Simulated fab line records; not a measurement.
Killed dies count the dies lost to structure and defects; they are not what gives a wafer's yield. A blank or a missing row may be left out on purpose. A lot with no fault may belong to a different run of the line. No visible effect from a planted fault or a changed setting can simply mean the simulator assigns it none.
fab line records ; flow n5_finfet ; part 1 of 2: steps 1 to 3 of 6
record lots=22; wafers=66; last_day=20
route steps=1938 shown HKMG_FIN@434
lots that met no fault: from a run of the same line without faults
start_h: start of the lot's first displayed wafer, in hours after the record's first day ; wait_h: hours elapsed since this lot's preceding step ; " as in the row above ; L1.1+2: a row that stands for several wafers ; - no value, or no start was given ; * or withheld: withheld ; < > ~ a bound
route shown NAME@n: a module of which the file shows steps, and the number in the route of the first ; usual: the fault-free wafers' mean and standard deviation ; same: alike in all rows ; chamber/n: place in a boat ; sites: the reading at each site ; _std_site: the values' standard deviation ; _edge_site: inner sites' mean taken away from outer sites' mean ; radius_mm: how far each site lies from the wafer's centre ; mask NAME#n: copy n ; behind: the most recent tool/chamber to have shaped the wafer ; hold: why the lot went on hold/how many hours it stayed there/how the hold came to an end ; device: transistor that didn't switch, given as n, p or np ; end of line: tests run on the same wafers once the route is complete ; a step without rows: its recipe alone ; killed: count of dies lost to structure and defects at first sort (not the wafer's yield) ; map: shows each die of a wafer: x if killed, . if not, _ if none is there
set.NAME: the setting that was run; set.NAME@STEP: the one run at that earlier step ; model.NAME: the simulator's own value behind a step, which no gauge read
steps of the route over a sample of lots; a table a step, a row a wafer
services: from which hour (start_h, from the record's first day; less than 0 if before it) a tool's chamber was out of use, for how many hours, and why
## steps
# step N5_HKMG_FIN_ETCH_31
# recipe chemistry=CF4; target=SiARC; target_depth_a=455; mask_material=CAR-ArF; time_s=75.8; ion_energy_ev=80; pressure_mtorr=40; source_w=545; bias_w=36; Ar_flow_sccm=100; cf4_flow_sccm=100; ends=cleared
# usual drypump_motor_current_A=5.9/0.6; etch_rf_on_time_s=75.8/1.6; oes_product_au=0.68/0.073; rf_vpp_V=184.2/1.4; showerhead_plenum_p_Torr=2.14/0.084; throttle_valve_pct=15.50/0.24
lot.wafer;tool;chamber;start_h;wait_h;drypump_motor_current_A;etch_rf_on_time_s;oes_product_au;rf_hours_counter_h;rf_vpp_V;showerhead_plenum_p_Torr;throttle_valve_pct
L074.1;rie_diel-05;1;73.13;0.0;5.2;75.6;0.64;177;185.2;2.12;15.38
L074.5;rie_diel-05;3;73.13;0.0;5.3;76.2;0.65;-;184.4;2.14;15.35
L074.6;rie_diel-05;2;73.13;0.0;5.8;74.6;0.76;-;185.8;2.16;15.08
L075.3;rie_diel-02;2;81.23;0.0;6.5;76.3;0.69;109;183.8;2.05;15.40
L075.4;rie_diel-02;3;81.23;0.0;6.8;73.4;0.76;-;184.9;2.26;15.53
L075.6;rie_diel-02;2;81.23;0.0;6.5;74.9;0.69;-;182.6;2.05;15.41
L076.1;rie_diel-03;0;86.56;0.0;5.0;76.8;0.62;176;185.0;2.13;15.35
L076.5;rie_diel-03;3;86.56;0.0;6.0;74.3;0.59;-;184.0;2.03;15.60
L076.6;rie_diel-03;0;86.56;0.0;5.0;77.0;0.61;-;184.1;2.13;15.34
L077.2;rie_diel-02;2;93.42;0.0;6.5;77.4;0.67;116;181.4;2.05;15.41
L077.3;rie_diel-02;0;93.42;0.0;5.3;78.6;0.77;7;186.8;2.28;15.55
L077.6;rie_diel-02;3;93.42;0.0;6.8;73.7;0.74;-;185.3;2.25;15.52
L078.1;rie_diel-03;1;102.77;0.0;6.3;73.2;0.79;24;183.8;2.09;15.68
L078.2;rie_diel-03;3;102.77;0.0;5.9;74.7;0.58;225;182.1;2.02;15.62
L078.4;rie_diel-03;0;102.77;0.0;5.0;77.6;0.61;183;185.0;2.12;15.36
L079.4;rie_diel-05;1;105.68;0.0;5.2;76.6;0.62;187;182.7;2.12;15.40
L079.5;rie_diel-05;0;105.68;0.0;6.4;78.5;0.60;-;182.1;2.04;16.07
L079.6;rie_diel-05;1;105.68;0.0;5.2;76.2;0.62;-;183.5;2.12;15.42
L080.1;rie_diel-02;0;110.03;0.0;5.3;77.1;0.77;13;186.1;2.28;15.55
L080.5;rie_diel-02;2;110.03;0.0;6.4;75.3;0.68;-;183.1;2.05;15.46
L080.6;rie_diel-02;3;110.03;0.0;6.8;72.7;0.73;-;184.7;2.25;15.57
L081.2;rie_diel-02;1;116.33;0.0;5.6;76.0;0.81;6;182.9;2.10;15.17
L081.5;rie_diel-02;1;116.33;0.0;5.6;75.4;0.82;-;184.4;2.10;15.17
L081.6;rie_diel-02;0;116.33;0.0;5.3;76.7;0.76;-;185.7;2.28;15.58
L082.4;rie_diel-05;2;125.17;0.0;5.8;74.9;0.73;52;183.4;2.16;15.13
L082.5;rie_diel-05;3;125.17;0.0;5.3;76.5;0.64;-;184.2;2.14;15.36
L082.6;rie_diel-05;0;125.17;0.0;6.4;77.2;0.60;-;183.7;2.04;16.10
L083.1;rie_diel-02;3;130.71;0.0;6.8;72.7;0.73;56;186.7;2.25;15.56
L083.4;rie_diel-02;0;130.71;0.0;5.3;78.0;0.75;21;185.6;2.28;15.57
L083.5;rie_diel-02;2;130.71;0.0;6.5;75.6;0.67;-;182.7;2.05;15.45
L084.2;rie_diel-05;2;139.92;0.0;5.9;74.4;0.73;56;184.3;2.16;15.14
L084.3;rie_diel-05;1;139.92;0.0;5.2;75.4;0.62;197;184.9;2.11;15.45
L084.6;rie_diel-05;0;139.92;0.0;6.4;77.0;0.60;-;182.7;2.04;16.10
L085.1;rie_diel-02;1;142.51;0.0;5.6;76.2;0.78;15;184.8;2.10;15.18
L085.4;rie_diel-02;0;142.51;0.0;5.3;77.6;0.74;26;184.5;2.28;15.59
L085.5;rie_diel-02;0;142.51;0.0;5.3;78.0;0.74;-;185.4;2.28;15.57
L087.1;rie_diel-02;0;158.22;0.0;5.3;76.5;0.74;31;186.7;2.28;15.58
L087.2;rie_diel-02;2;158.22;0.0;6.5;75.6;0.66;139;183.6;2.04;15.47
L087.3;rie_diel-02;3;158.22;0.0;6.8;73.0;0.71;66;186.5;2.25;15.58
L086.3;rie_diel-02;0;158.73;0.0;5.3;77.6;0.74;31;186.4;2.28;15.58
L086.4;rie_diel-02;3;158.73;0.0;6.8;72.6;0.71;66;184.4;2.24;15.59
L086.5;rie_diel-02;1;158.73;0.0;5.6;75.8;0.79;-;183.7;2.10;15.19
L088.3;rie_diel-05;1;161.17;0.0;5.2;76.2;0.62;205;184.8;2.11;15.45
L088.4;rie_diel-05;2;161.17;0.0;5.8;74.5;0.72;64;184.8;2.15;15.15
L088.5;rie_diel-05;0;161.17;0.0;6.4;76.8;0.59;-;181.9;2.03;16.14
L090.1;rie_diel-03;1;170.90;0.0;6.3;75.2;0.75;48;182.2;2.08;15.72
L090.4;rie_diel-03;3;170.90;0.0;6.0;75.3;0.57;-;182.5;2.01;15.68
L090.5;rie_diel-03;0;170.90;0.0;5.0;78.8;0.60;-;185.6;2.12;15.39
L091.2;rie_diel-02;2;175.42;0.0;6.5;75.4;0.66;146;183.6;2.04;15.46
L091.3;rie_diel-02;0;175.42;0.0;5.3;78.6;0.73;37;185.7;2.27;15.59
L091.4;rie_diel-02;3;175.42;0.0;6.8;73.8;0.70;-;185.3;2.24;15.59
L092.2;rie_diel-02;2;185.38;0.0;6.5;75.8;0.66;151;183.9;2.04;15.50
L092.5;rie_diel-02;3;185.38;0.0;6.8;74.3;0.70;-;185.2;2.24;15.62
L092.6;rie_diel-02;0;185.38;0.0;5.3;78.5;0.72;-;187.0;2.27;15.61
L094.1;rie_diel-05;1;200.23;0.0;5.1;76.9;0.60;218;185.4;2.11;15.46
L094.4;rie_diel-05;2;200.23;0.0;5.8;75.5;0.71;-;184.5;2.15;15.19
L094.6;rie_diel-05;1;200.23;0.0;5.2;77.2;0.61;-;182.5;2.11;15.47
L095.1;rie_diel-03;0;204.70;0.0;5.0;76.6;0.59;224;182.2;2.11;15.43
L095.4;rie_diel-03;2;204.70;0.0;5.8;75.1;0.82;-;185.9;2.28;15.41
L095.6;rie_diel-03;1;204.70;0.0;6.3;73.2;0.74;-;183.4;2.08;15.76
L096.3;rie_diel-05;2;207.30;0.0;5.8;74.6;0.71;82;184.8;2.15;15.19
L096.4;rie_diel-05;2;207.30;0.0;5.8;75.0;0.71;-;185.5;2.15;15.19
L096.5;rie_diel-05;1;207.30;0.0;5.1;76.2;0.60;-;184.8;2.11;15.48
L097.3;rie_diel-03;1;217.79;0.0;6.3;73.5;0.73;66;184.3;2.08;15.77
L097.4;rie_diel-03;2;217.79;0.0;5.7;75.1;0.81;-;183.9;2.28;15.43
L097.6;rie_diel-03;1;217.79;0.0;6.3;73.2;0.73;-;183.8;2.08;15.76
# step N5_HKMG_FIN_STRIP_92
# recipe chemistry=N2/H2; material=SOC; time_s=20; power_w=500; temp_c=40; pressure_mtorr=50; rf_frequency_hz=6e+07; bias_power_w=8; h2_frac=0.5; n2_flow_sccm=300; h2_flow_sccm=300
# usual drypump_motor_current_A=5.9/0.61; oes_product_au=0.80/0.085; rf_vpp_V=54.2/0.89; showerhead_plenum_p_Torr=3.37/0.13; throttle_valve_pct=19.0/0.34
lot.wafer;tool;chamber;start_h;wait_h;drypump_motor_current_A;oes_product_au;rf_hours_counter_h;rf_vpp_V;showerhead_plenum_p_Torr;throttle_valve_pct
L074.1;rie_diel-05;1;73.54;0.1;5.2;0.75;177;55.5;3.34;18.4
L074.5;rie_diel-05;3;73.54;0.1;5.3;0.76;-;54.4;3.39;19.2
L074.6;rie_diel-05;2;73.54;0.1;5.8;0.88;-;54.7;3.41;18.3
L075.3;rie_diel-02;2;81.64;0.1;6.5;0.80;109;54.7;3.25;18.9
L075.4;rie_diel-02;3;81.64;0.1;6.8;0.88;-;54.2;3.57;19.3
L075.6;rie_diel-02;2;81.64;0.1;6.5;0.79;-;53.6;3.25;19.0
L076.1;rie_diel-03;0;86.97;0.1;5.0;0.72;176;55.0;3.33;19.0
L076.5;rie_diel-03;3;86.97;0.1;6.0;0.68;-;53.5;3.19;19.3
L076.6;rie_diel-03;0;86.97;0.1;5.0;0.71;-;52.7;3.33;19.0
L077.2;rie_diel-02;2;93.84;0.1;6.5;0.79;116;54.0;3.25;19.0
L077.3;rie_diel-02;0;93.84;0.1;5.3;0.91;8;53.3;3.58;18.8
L077.6;rie_diel-02;3;93.84;0.1;6.8;0.87;-;54.2;3.57;19.3
L078.1;rie_diel-03;1;103.18;0.1;6.3;0.92;24;54.0;3.30;19.2
L078.2;rie_diel-03;3;103.18;0.1;6.0;0.68;225;54.3;3.19;19.3
L078.4;rie_diel-03;0;103.18;0.1;5.0;0.70;184;52.9;3.33;19.0
L079.4;rie_diel-05;1;106.10;0.1;5.2;0.74;187;55.4;3.34;18.5
L079.5;rie_diel-05;0;106.10;0.1;6.4;0.70;-;54.6;3.19;19.4
L079.6;rie_diel-05;1;106.10;0.1;5.2;0.74;-;53.3;3.34;18.5
L080.1;rie_diel-02;0;110.45;0.1;5.3;0.90;13;54.3;3.57;18.8
L080.5;rie_diel-02;2;110.45;0.1;6.5;0.79;-;53.2;3.25;19.0
L080.6;rie_diel-02;3;110.45;0.1;6.8;0.86;-;53.2;3.57;19.4
L081.2;rie_diel-02;1;116.75;0.1;5.6;0.96;6;54.1;3.32;18.9
L081.5;rie_diel-02;1;116.75;0.1;5.6;0.96;-;52.9;3.32;18.9
L081.6;rie_diel-02;0;116.75;0.1;5.3;0.89;-;55.7;3.57;18.8
L082.4;rie_diel-05;2;125.59;0.1;5.9;0.87;52;54.4;3.40;18.3
L082.5;rie_diel-05;3;125.59;0.1;5.3;0.75;-;53.5;3.38;19.2
L082.6;rie_diel-05;0;125.59;0.1;6.4;0.70;-;52.8;3.19;19.4
L083.1;rie_diel-02;3;131.13;0.1;6.8;0.85;56;54.7;3.56;19.4
L083.4;rie_diel-02;0;131.13;0.1;5.3;0.88;21;55.0;3.57;18.8
L083.5;rie_diel-02;2;131.13;0.1;6.5;0.78;-;53.1;3.24;19.0
L084.2;rie_diel-05;2;140.34;0.1;5.8;0.86;56;54.0;3.40;18.3
L084.3;rie_diel-05;1;140.34;0.1;5.2;0.73;197;53.3;3.33;18.5
L084.6;rie_diel-05;0;140.34;0.1;6.4;0.70;-;54.1;3.19;19.4
L085.1;rie_diel-02;1;142.92;0.1;5.6;0.92;15;53.2;3.31;18.9
L085.4;rie_diel-02;0;142.92;0.1;5.3;0.88;26;54.7;3.56;18.8
L085.5;rie_diel-02;0;142.92;0.1;5.3;0.87;-;54.6;3.56;18.9
L087.1;rie_diel-02;0;158.64;0.1;5.3;0.85;31;55.4;3.56;18.9
L087.2;rie_diel-02;2;158.64;0.1;6.4;0.77;140;55.7;3.24;19.0
L087.3;rie_diel-02;3;158.64;0.1;6.8;0.83;66;54.2;3.56;19.4
L086.3;rie_diel-02;0;159.15;0.1;5.3;0.86;31;55.7;3.56;18.9
L086.4;rie_diel-02;3;159.15;0.1;6.8;0.83;66;54.3;3.56;19.4
L086.5;rie_diel-02;1;159.15;0.1;5.7;0.91;-;54.2;3.31;18.9
L088.3;rie_diel-05;1;161.59;0.1;5.1;0.72;205;54.6;3.33;18.5
L088.4;rie_diel-05;2;161.59;0.1;5.9;0.85;64;53.7;3.39;18.3
L088.5;rie_diel-05;0;161.59;0.1;6.4;0.68;-;53.6;3.18;19.4
L090.1;rie_diel-03;1;171.32;0.1;6.3;0.88;48;54.0;3.29;19.2
L090.4;rie_diel-03;3;171.32;0.1;6.0;0.67;-;53.4;3.18;19.3
L090.5;rie_diel-03;0;171.32;0.1;5.0;0.69;-;54.5;3.32;19.0
L091.2;rie_diel-02;2;175.83;0.1;6.5;0.76;147;55.4;3.23;19.0
L091.3;rie_diel-02;0;175.83;0.1;5.3;0.85;37;55.1;3.56;18.8
L091.4;rie_diel-02;3;175.83;0.1;6.9;0.82;-;54.9;3.55;19.4
L092.2;rie_diel-02;2;185.80;0.1;6.5;0.76;151;54.9;3.23;19.0
L092.5;rie_diel-02;3;185.80;0.1;6.8;0.82;-;53.5;3.55;19.4
L092.6;rie_diel-02;0;185.80;0.1;5.3;0.84;-;53.9;3.56;18.9
L094.1;rie_diel-05;1;200.65;0.1;5.2;0.71;218;54.8;3.32;18.5
L094.4;rie_diel-05;2;200.65;0.1;5.9;0.83;-;53.0;3.39;18.4
L094.6;rie_diel-05;1;200.65;0.1;5.2;0.71;-;53.4;3.32;18.5
L095.1;rie_diel-03;0;205.11;0.1;5.0;0.68;224;52.8;3.31;19.0
L095.4;rie_diel-03;2;205.11;0.1;5.8;0.95;-;56.0;3.56;18.6
L095.6;rie_diel-03;1;205.11;0.1;6.3;0.87;-;56.6;3.28;19.2
L096.3;rie_diel-05;2;207.71;0.1;5.8;0.82;82;54.8;3.38;18.4
L096.4;rie_diel-05;2;207.71;0.1;5.9;0.82;-;54.5;3.38;18.4
L096.5;rie_diel-05;1;207.71;0.1;5.2;0.70;-;54.3;3.32;18.5
L097.3;rie_diel-03;1;218.20;0.1;6.3;0.86;66;55.8;3.28;19.3
L097.4;rie_diel-03;2;218.20;0.1;5.7;0.94;-;54.0;3.56;18.7
L097.6;rie_diel-03;1;218.20;0.1;6.3;0.86;-;54.9;3.28;19.2
# step N5_HKMG_FIN_ETCH_86
# recipe chemistry=N2/H2; target=SOC; target_depth_a=3932; stop_on=TiN; ion_energy_ev=100; bias_w=61; pressure_mtorr=30; source_w=850; n2_flow_sccm=200; h2_flow_sccm=200
# usual drypump_motor_current_A=5.9/0.59; oes_product_au=0.79/0.081; rf_vpp_V=240.6/1.6; showerhead_plenum_p_Torr=2.54/0.11; throttle_valve_pct=17.79/0.22
lot.wafer;tool;chamber;start_h;wait_h;drypump_motor_current_A;oes_product_au;rf_hours_counter_h;rf_vpp_V;showerhead_plenum_p_Torr;throttle_valve_pct
L074.1;rie_diel-02;3;74.41;-;6.8;0.86;31;242.9;2.71;17.92
L074.5;rie_diel-02;2;74.41;-;6.5;0.80;-;239.7;2.46;17.77
L074.6;rie_diel-02;3;74.41;-;6.8;0.86;-;243.6;2.71;17.93
L075.3;rie_diel-02;0;82.51;-;5.3;0.96;1;242.8;2.72;17.71
L075.4;rie_diel-02;3;82.51;-;6.8;0.85;-;244.3;2.71;17.92
L075.6;rie_diel-02;2;82.51;-;6.5;0.80;-;238.9;2.46;17.80
L076.1;rie_diel-05;3;87.84;-;5.3;0.75;157;241.0;2.56;17.73
L076.5;rie_diel-05;0;87.84;-;6.4;0.70;-;238.4;2.41;18.24
L076.6;rie_diel-05;3;87.84;-;5.3;0.74;-;241.5;2.56;17.77
L077.2;rie_diel-03;0;94.72;-;5.0;0.73;180;240.2;2.52;17.57
L077.3;rie_diel-03;3;94.72;-;6.0;0.67;222;239.1;2.41;17.93
L077.6;rie_diel-03;3;94.72;-;6.0;0.67;-;237.5;2.41;17.93
L078.1;rie_diel-02;0;104.05;-;5.3;0.92;12;243.0;2.71;17.75
L078.2;rie_diel-02;3;104.05;-;6.8;0.84;45;244.0;2.71;17.94
L078.4;rie_diel-02;2;104.05;-;6.4;0.79;120;239.3;2.46;17.80
L079.4;rie_diel-05;3;106.97;-;5.3;0.74;162;240.4;2.56;17.75
L079.5;rie_diel-05;0;106.97;-;6.4;0.70;-;238.3;2.41;18.23
L079.6;rie_diel-05;3;106.97;-;5.3;0.74;-;240.9;2.56;17.75
L080.1;rie_diel-02;3;111.38;-;6.8;0.84;48;241.1;2.71;17.95
L080.5;rie_diel-02;3;111.38;-;6.8;0.83;-;242.1;2.71;17.95
L080.6;rie_diel-02;2;111.38;-;6.5;0.78;-;239.8;2.45;17.79
L081.2;rie_diel-03;3;117.71;-;6.0;0.67;230;240.1;2.41;17.94
L081.5;rie_diel-03;1;117.71;-;6.3;0.90;-;239.3;2.50;18.04
L081.6;rie_diel-03;2;117.71;-;5.8;0.66;-;238.6;2.39;17.89
L082.4;rie_diel-02;3;126.46;-;6.8;0.82;54;243.1;2.70;17.96
L082.5;rie_diel-02;0;126.46;-;5.3;0.89;-;243.2;2.71;17.76
L082.6;rie_diel-02;3;126.46;-;6.8;0.83;-;243.7;2.70;17.96
L083.1;rie_diel-03;0;132.00;-;5.0;0.71;194;239.6;2.52;17.59
L083.4;rie_diel-03;3;132.00;-;5.9;0.66;235;239.0;2.41;17.96
L083.5;rie_diel-03;0;132.00;-;5.0;0.71;-;240.4;2.52;17.60
L084.2;rie_diel-03;0;141.21;-;5.0;0.70;198;240.7;2.51;17.61
L084.3;rie_diel-03;2;141.21;-;5.7;0.65;247;239.2;2.39;17.93
L084.6;rie_diel-03;0;141.21;-;5.0;0.71;-;239.8;2.51;17.60
L085.1;rie_diel-05;2;143.79;-;5.8;0.84;58;243.1;2.57;17.35
L085.4;rie_diel-05;3;143.79;-;5.3;0.74;173;239.3;2.56;17.77
L085.5;rie_diel-05;3;143.79;-;5.3;0.74;-;239.7;2.56;17.78
L087.1;rie_diel-02;3;159.54;-;6.8;0.81;66;242.3;2.70;17.97
L087.2;rie_diel-02;1;159.54;-;5.6;0.91;20;239.8;2.50;17.54
L087.3;rie_diel-02;0;159.54;-;5.3;0.86;31;242.3;2.70;17.76
L086.3;rie_diel-03;0;160.04;-;5.0;0.71;203;240.3;2.51;17.60
L086.4;rie_diel-03;0;160.04;-;5.0;0.70;-;240.7;2.51;17.62
L086.5;rie_diel-03;1;160.04;-;6.3;0.87;-;238.9;2.49;18.05
L088.3;rie_diel-02;1;162.49;-;5.6;0.91;21;240.0;2.50;17.56
L088.4;rie_diel-02;2;162.49;-;6.4;0.77;141;239.6;2.45;17.83
L088.5;rie_diel-02;0;162.49;-;5.3;0.86;-;242.7;2.70;17.77
L090.1;rie_diel-05;1;172.22;-;5.2;0.71;208;241.1;2.52;17.58
L090.4;rie_diel-05;2;172.22;-;5.8;0.83;67;242.2;2.57;17.36
L090.5;rie_diel-05;3;172.22;-;5.3;0.73;-;240.5;2.55;17.79
L091.2;rie_diel-05;0;176.80;-;6.4;0.68;243;238.1;2.40;18.27
L091.3;rie_diel-05;1;176.80;-;5.2;0.71;209;241.3;2.51;17.56
L091.4;rie_diel-05;3;176.80;-;5.3;0.73;184;241.4;2.55;17.78
L092.2;rie_diel-05;3;186.69;-;5.3;0.72;187;240.0;2.55;17.78
L092.5;rie_diel-05;2;186.69;-;5.9;0.83;-;241.7;2.57;17.37
L092.6;rie_diel-05;3;186.69;-;5.3;0.72;-;240.6;2.55;17.77
L094.1;rie_diel-02;3;201.52;-;6.8;0.79;82;243.0;2.69;18.01
L094.4;rie_diel-02;2;201.52;-;6.5;0.76;156;239.4;2.44;17.85
L094.6;rie_diel-02;0;201.52;-;5.3;0.84;-;241.8;2.70;17.79
L095.1;rie_diel-02;1;205.98;-;5.6;0.88;36;239.1;2.50;17.58
L095.4;rie_diel-02;3;205.98;-;6.8;0.79;83;243.2;2.69;18.02
L095.6;rie_diel-02;2;205.98;-;6.6;0.76;-;239.6;2.44;17.86
L096.3;rie_diel-05;3;208.58;-;5.3;0.71;198;240.9;2.55;17.81
L096.4;rie_diel-05;3;208.58;-;5.3;0.72;-;238.7;2.55;17.82
L096.5;rie_diel-05;1;208.58;-;5.1;0.71;-;240.9;2.51;17.61
L097.3;rie_diel-02;1;219.11;-;5.6;0.87;40;240.1;2.50;17.58
L097.4;rie_diel-02;3;219.11;-;6.8;0.79;87;241.6;2.69;18.01
L097.6;rie_diel-02;3;219.11;-;6.8;0.79;-;243.9;2.69;18.02
